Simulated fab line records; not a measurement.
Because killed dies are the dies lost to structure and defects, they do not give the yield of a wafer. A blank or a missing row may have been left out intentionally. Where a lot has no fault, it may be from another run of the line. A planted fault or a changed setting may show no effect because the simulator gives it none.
Struck lot and sound lot, side by side :: flow nand-harc :: 39 steps out of a route of 1302
Sound: the wafers L530.3, L530.5, L530.6. Wafers L546.2, L546.4, L546.6 were the ones struck. At the end, the cause is stated.
At each step with rows: each side's tool, then ch and its chambers, then its first start. Under that, the readings that differ: sound wafers :: struck wafers :: difference of the means :: sigmas: that difference in standard deviations of wafers without a fault.
alike: readings whose means differ by less than 2 such deviations, and words and numbers that are the same on both sides. not compared: withheld readings, readings that some wafer has no value for, bounds like >300 that may hide the same value, and numbers for which the record gives no deviation and whose values overlap.
The two part at a step that has a row with sigmas, a row that says differs or no value, or rows on one side only. Numbers that don't overlap but have no deviation are shown without sigmas and don't part them. A reading that every wafer of one side lacks parts them only if that side has two wafers or more.

first, 1 step without rows for these wafers: NHARC_A_CHANNEL_FILL_D2_ETCHBACK_20 (etches the open film in C4F8/O2/Ar, target depth 27 nm, time 13.5 s).
NHARC_A_CHANNEL_FILL_D2_STRIP_28: strips in O2, time 20 s.
  sound on rie-diel-06 ch 0,2,3, day 14 16:30; struck on rie-diel-04 ch 0,1,3, day 21 15:55
  alike: drypump-motor-current-A, oes-product-au, rf-vpp-V, showerhead-plenum-p-Torr, throttle-valve-pct
  not compared: rf-hours-counter-h
then, 4 steps without rows for these wafers: NHARC_A_CHANNEL_FILL_D2_PRECLEAN_21 (cleans in dHF, time 30 s); NHARC_A_CHANNEL_FILL_D2_SRD_23; NHARC_A_CHANNEL_FILL_D2_CVD_05 (deposits poly-Si, target thk 5 nm); NHARC_A_CHANNEL_FILL_D2_ANNEAL_22 (time 7200 s).
NHARC_A_CHANNEL_FILL_D2_THK_MEAS_06: measures by ellipsometry.
  sound on film-metro-01 at day 15 05:31; struck on film-metro-01 at day 22 03:46
  alike: thk-nm
then, 2 steps without rows for these wafers: NHARC_A_CHANNEL_FILL_D2_ALD_25 (deposits SiOx, target thk 60 nm, pulse time 10 s, ald cycles 600); NHARC_A_CHANNEL_FILL_D2_ETCHBACK_08 (etches the open film in C4F8, target depth 220 nm, time 110 s).
NHARC_A_CHANNEL_FILL_D2_STRIP_29: strips in O2, time 20 s.
  sound: rie-diel-06 ch 2,3; struck: rie-diel-06 ch 0,1
  alike: drypump-motor-current-A, oes-product-au, rf-vpp-V, showerhead-plenum-p-Torr, throttle-valve-pct
  not compared: rf-hours-counter-h
then, 2 steps without rows for these wafers: NHARC_A_CHANNEL_FILL_D2_PRECLEAN_30 (cleans in dHF, time 30 s); NHARC_A_CHANNEL_FILL_D2_SRD_31.
NHARC_A_CHANNEL_FILL_D2_CVD_09: deposits poly-Si, target thk 150 nm, time 3000 s.
  sound on lpcvd-poly-04 ch 0, day 15 13:39; struck on lpcvd-poly-04 ch 0, day 22 11:59
  alike: spike-tc-top-C, zone-power-upper-pct
NHARC_A_CHANNEL_FILL_D2_CMP_10: polishes, target thk 150 nm.
  sound on cmp-03 ch 0,1, day 15 16:57; struck on cmp-03 ch 0,1,2, day 22 15:12
  alike: motor-current-A, time-to-endpoint-s
then, 2 steps without rows for these wafers: NHARC_A_CHANNEL_FILL_D2_SRD_12; NHARC_A_CHANNEL_FILL_D2_RTA_24 (time 5 s).
NHARC_A_STAIRCASE_DEP_156: deposits SiNx, target thk 50 nm.
  sound on pecvd-04 ch 0,1,2, day 15 17:47; struck on pecvd-03 ch 0,1,2, day 22 15:52
  alike: heater-power-w, showerhead-vpp-V
then, 12 steps without rows for these wafers: NHARC_A_STAIRCASE_DEHYDRATE_158 (time 120 s); NHARC_A_STAIRCASE_HMDS_159 (time 30 s); NHARC_A_STAIRCASE_COAT_160; NHARC_A_STAIRCASE_SOFTBAKE_161 (time 170 s); NHARC_A_STAIRCASE_EBR_162; NHARC_A_STAIRCASE_EXPOSE_163 (exposes mask STAIR OPEN); NHARC_A_STAIRCASE_PEB_164 (peb time 130 s); NHARC_A_STAIRCASE_DEVELOP_165 (time 140 s); NHARC_A_STAIRCASE_HARDBAKE_167 (time 140 s); NHARC_A_STAIRCASE_DESCUM_168 (chemistry O2, time 3 s); NHARC_A_STAIRCASE_ETCH_169 (etches the open film in CH3F/O2, target depth 50 nm, time 107.1 s); NHARC_A_STAIRCASE_ETCH_170 (etches the open film in C4F6/O2, target depth 200 nm, time 66.667 s).
NHARC_A_STAIRCASE_STRIP_171: strips in O2.
  sound on plasma-asher-02 ch 0,1, day 15 19:12; struck on plasma-asher-02 ch 0,1, day 22 17:47
  alike: drypump-motor-current-A, heater-power-w, temp-c
  not compared: rf-hours-counter-h
then, 8 steps without rows for these wafers: NHARC_A_STAIRCASE_STRIP_172 (strips in SPM, time 900 s); NHARC_A_STAIRCASE_PRECLEAN_173 (cleans in SC1); NHARC_A_STAIRCASE_SRD_174; NHARC_A_STAIRCASE_DEHYDRATE_01 (time 120 s); NHARC_A_STAIRCASE_HMDS_02 (time 30 s); NHARC_A_STAIRCASE_COAT_03; NHARC_A_STAIRCASE_SOFTBAKE_04 (time 170 s); NHARC_A_STAIRCASE_EBR_05.
-- break in the record here, with 9 days between the starts of the struck wafers on either side (left off in module A_STAIRCASE, picked up again in module END, where the first step shown is number 1302 on the route) --
NHARC_END_SORT_01:
  at this point the record logs the struck wafers (prober-01 ch 0, day 31 18:54) and has no rows for the sound ones

WHERE THEY PART
Within this record, at NHARC_END_SORT_01 only.

WHY: what the simulator had put in
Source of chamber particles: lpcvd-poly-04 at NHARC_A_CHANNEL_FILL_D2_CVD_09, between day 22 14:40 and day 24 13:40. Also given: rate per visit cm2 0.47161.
